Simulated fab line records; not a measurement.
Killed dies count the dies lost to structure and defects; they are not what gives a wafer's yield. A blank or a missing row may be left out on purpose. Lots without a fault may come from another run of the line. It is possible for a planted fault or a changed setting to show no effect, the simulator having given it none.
Problem report in the 8D (eight disciplines) form, filled by code -- flow n5Finfet -- the parts of the form that need people (team, actions taken, sign-off) are left out

## 1. WHAT WENT WRONG
Wafers with no fault read 93.3 nm with a standard deviation of 2, whereas trenchDepthNm at N5_BEOL_M7_OCD_MEAS_38 reads a mean of 120.4 nm on 1 wafer of 1 lot. That puts it +14 standard deviations away from the usual mean.
Earliest sighting: wafer L813.2 on ocd-01 at day 14 01:26. At this step, 21 wafers from 7 lots have a number in the record. Rule for "out" (also "out of limits"): further than 4 standard deviations from the usual mean. The rest of the wafers with a number are treated as sound.

## 2. WHAT IT IS; WHAT IT IS NOT
question,is,is not
which readings at this step,trenchDepthNm,-
which lots,L813,"L801, L802, L807, L814, L816, L818"
which wafers of those lots,L813.2,"L813.1, L813.3"
read on which gauges,ocd-01,ocd-02
when,from day 14 01:26,"up to then (14 sound wafers); but 6 sound wafers of L816, L818 came after"

## 3. SUSPECTS, AND WHAT RULES EACH OUT
Counting: if a tool at a process step up to the reading ran every lot that is out, it stays a suspect. Sound lots after the first of them don't rule it out here, since some wafers of a struck lot are sound.
- the gauge at N5_BEOL_M7_OCD_MEAS_38 is ruled out. All the wafers that are out were read on ocd-01, but those of them that N5_BEOL_M7_TRENCH_ETCH_37 has rows for are out there too, on other tools.
- rieDiel-04 at N5_BEOL_M7_STRIP_67 (strips in CF4): kept. It ran the lot that is out, L813 (day 13 23:18); its last sound lot up to then is L807 (day 11 23:43).
- rieDiel-05 at N5_BEOL_M7_STRIP_19 (strips in O2): kept. It ran the lot that is out, L813 (day 13 23:31); its last sound lot up to then is L802 (day 11 05:21).
- rieDiel-04 at N5_BEOL_M7_TRENCH_ETCH_37 (etches SiCOH lowk in C4F6/O2, target depth 93.478 nm, time 31.2 s): kept. It ran the lot that is out, L813 (day 14 01:17); its last sound lot up to then is L807 (day 12 01:40). On those wafers its own readings are out: runLengthS.
- rieDiel-04 at N5_BEOL_M7_STRIP_80 (strips in N2/H2, time 10 s): kept. It ran the lot that is out, L813 (day 14 01:26); its last sound lot up to then is L807 (day 12 01:49). Because N5_BEOL_M7_STRIP_80 lacks a start for some lots, the hours and order of its lots are taken from N5_BEOL_M7_OCD_MEAS_38.
- Within rieDiel-04 at N5_BEOL_M7_STRIP_67: the wafers that are out ran in chamber 3; their sound lot-mates ran in chambers 0, 2.
- Within rieDiel-05 at N5_BEOL_M7_STRIP_19: the wafers that are out ran in chamber 2; their sound lot-mates ran in chambers 0, 1.
- Within rieDiel-04 at N5_BEOL_M7_TRENCH_ETCH_37: the wafers that are out ran in chamber 0; their sound lot-mates ran in chambers 1, 3.
- Within rieDiel-04 at N5_BEOL_M7_STRIP_80: the wafers that are out ran in chamber 0; their sound lot-mates ran in chambers 1, 3.
Left after counting: rieDiel-04 at N5_BEOL_M7_STRIP_67, rieDiel-05 at N5_BEOL_M7_STRIP_19, rieDiel-04 at N5_BEOL_M7_TRENCH_ETCH_37, rieDiel-04 at N5_BEOL_M7_STRIP_80.

## 4. THE CAUSE (what the simulator had put in)
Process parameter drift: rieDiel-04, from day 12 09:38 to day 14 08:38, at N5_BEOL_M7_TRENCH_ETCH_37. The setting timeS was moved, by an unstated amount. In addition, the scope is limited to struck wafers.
This tool is one of the 4 suspects left after counting.

## 5. THE CHAIN OF EFFECTS, in route order
Rows list readings where the struck wafers' mean (over those with a number) sits beyond 3 standard deviations from the usual. Only readings for which the record gives a usual standard deviation are gone through. hours: the time from each lot's start at the first step in this table that gives one to its start at this step, as a median over the lots. sigmas: the change in usual standard deviations.
hours,step,reading,usual,on struck wafers,change,sigmas
0,N5_BEOL_M7_TRENCH_ETCH_37,runLengthS,54.7 s,63.7,+9.0,+17
0,N5_BEOL_M7_OCD_MEAS_38,trenchDepthNm,93.3 nm,120.4,+27.1,+14
3,N5_BEOL_M7_THK_MEAS_53,M7_THK,81.5 nm,107.1,+25.6,+12
3,N5_BEOL_M7_RS_MEAS_57,M7_RS,0.286 ohm/sq,0.207,-0.079,-8.6
60,N5_BEOL_M15_RC_MEAS_101,SERP_M7,13.7 ohm/um,9.4,-4.3,-6.9
60,N5_BEOL_M15_RC_MEAS_101,SERP_M7_max_site,14.2 ohm/um,9.7,-4.5,-6.9
Its process steps:
- N5_BEOL_M7_TRENCH_ETCH_37: etches SiCOH lowk in C4F6/O2, target depth 93.478 nm, time 31.2 s.

## 6. WHAT WOULD HAVE CAUGHT IT SOONER
The first out-of-limits reading at a measuring or inspecting step in this record came at day 14 01:26, 40 hours after the fault's start at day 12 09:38.
At N5_BEOL_M7_TRENCH_ETCH_37, the tool's own readings (runLengthS) were out on each struck wafer the step has a row for, so an alarm limit on them would have fired on the first such wafer.
By day 14 01:26 the whole set of lots that are out, 1 in number, had already begun N5_BEOL_M7_TRENCH_ETCH_37 on rieDiel-04. Holding the tool at that point would not have protected any of them.
